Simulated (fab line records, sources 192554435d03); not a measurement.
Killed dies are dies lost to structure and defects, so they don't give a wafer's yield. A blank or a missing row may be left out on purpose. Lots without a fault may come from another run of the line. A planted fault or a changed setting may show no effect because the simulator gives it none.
A struck lot beside a sound one | flow n5_finfet | 16 steps out of a route of 1938
Sound: wafers L311.2, L311.4, L311.5. Struck: wafers L303.1, L303.3. (L303.2 of the same lot was not struck and is left out.) The cause comes at the end.
At each step with rows: each side's tool, then ch and its chambers, then its first start. Under that, the readings that differ: sound wafers | struck wafers | difference of the means | sigmas: that difference in standard deviations of wafers without a fault.
alike: readings whose means differ by less than 2 such deviations, and words and numbers that are the same on both sides. not compared: withheld readings, readings that some wafer has no value for, bounds like >300 that may hide the same value, and numbers for which the record gives no deviation and whose values overlap.
The two part at a step that has a row with sigmas, a row that says differs or no value, or rows on one side only. Numbers that don't overlap but have no deviation are shown without sigmas and don't part them. A reading that every wafer of one side lacks parts them only if that side has two wafers or more.

first, 9 steps without rows for these wafers: N5_BEOL_M0_SAQP_COAT_34 (resist thk 30 nm); N5_BEOL_M0_SAQP_EBR_36; N5_BEOL_M0_SAQP_SOFTBAKE_35 (time 60 s); N5_BEOL_M0_SAQP_EXPOSE_37 (exposes mask M0 CUT1, target cd 30 nm); N5_BEOL_M0_SAQP_PEB_38 (peb time 60 s); N5_BEOL_M0_SAQP_DEVELOP_39 (develop time 30 s); N5_BEOL_M0_SAQP_DESCUM_45 (chemistry O2, time 7 s); N5_BEOL_M0_SAQP_ETCH_88 (etches underlayer in N2/H2, target depth 6.5 nm, time 5.2 s); N5_BEOL_M0_SAQP_ETCH_73 (etches SiARC in CF4, target depth 19.5 nm, time 32.5 s).
N5_BEOL_M0_SAQP_CUT_ETCH_46: etches SOC in N2/H2, target depth 135 nm, overetch 27 nm, time 202.5 s.
  sound on rie_diel-04 ch 0,2, day 11 08:33; struck on rie_diel-02 ch 0, day 9 09:51
  reading                                         | sound             | struck      | difference | sigmas
  rf_fwd_power_W (W)                              | 839.5 836.9 843.1 | 635.0 635.7 | -204.5     | -73
  rf_vpp_V (V)                                    | 527.0 520.2 525.2 | 576.0 575.5 | +51.6      | +22
  model.SiARC_of_BEOL_M0_SAQP_COAT_72.thk_nm (nm) | 4.4 4.6 4.6       | 6.4 6.4     | +1.9       |
  model.BEOL_M0_SAQP.cd_nm (nm)                   | 30.2 30 30.4      | 28.8 29.2   | -1.2       |
  alike: drypump_motor_current_A, showerhead_plenum_p_Torr, throttle_valve_pct
  not compared: rf_hours_counter_h
then, 3 steps without rows for these wafers: N5_BEOL_M0_SAQP_STRIP_74 (strips in N2/H2); N5_BEOL_M0_SAQP_STRIP_89 (strips in N2/H2); N5_BEOL_M0_SAQP_ALD_48 (deposits SiO2, target thk 20 nm, pulse time 1 s, co reactant pulse time 1 s).
N5_BEOL_M0_SAQP_ETCH_49: etches SiO2 in CF4/O2, target depth 37 nm.
  sound on rie_diel-04 ch 0,1,3, day 11 09:16; struck on rie_diel-05 ch 0,1, day 9 10:40
  reading                       | sound             | struck      | difference | sigmas
  rf_fwd_power_W (W)            | 535.6 535.1 531.6 | 529.5 531.3 | -3.7       | -2
  model.BEOL_M0_SAQP.cd_nm (nm) | 30.2 30 30.4      | 29 29.2     | -1         |
  alike: drypump_motor_current_A, oes_f_703_au, oes_product_au, rf_vpp_V, showerhead_plenum_p_Torr, throttle_valve_pct
  not compared: rf_hours_counter_h
then, 1 step without rows for these wafers: N5_BEOL_M0_SAQP_STRIP_75 (strips in CF4).
-- the record jumps here: 2 days lie between the struck wafers' starts before and after (it left off in module BEOL_M0_SAQP and takes up again in module BEOL_M4, whose first step shown is number 1111 of the route) --
N5_BEOL_M4_RC_MEAS_101:
  sound on prober-02 ch 0, day 13 10:32; struck on prober-02 ch 0, day 11 21:58
  reading        | sound          | struck    | difference | sigmas
  IOFF_P (nA/um) | 0.22 0.19 0.20 | 0.29 0.31 | +0.10      | +2
  ION_P (uA/um)  | 462 463 457    | 481 479   | +19        | +2
  VT_P (mV)      | -250 -253 -249 | -243 -243 | +8         | +2
  alike: DIBL_N, DIBL_P, IOFF_N, ION_N, SS_N, SS_P, VT_N

WHERE THEY PART
First at N5_BEOL_M0_SAQP_CUT_ETCH_46; last, within this record, at N5_BEOL_M4_RC_MEAS_101.

WHY: what the simulator had put in
Process parameter drift: rie_diel-02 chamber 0, from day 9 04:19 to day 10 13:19, at N5_BEOL_M0_SAQP_CUT_ETCH_46. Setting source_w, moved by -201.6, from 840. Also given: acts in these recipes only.
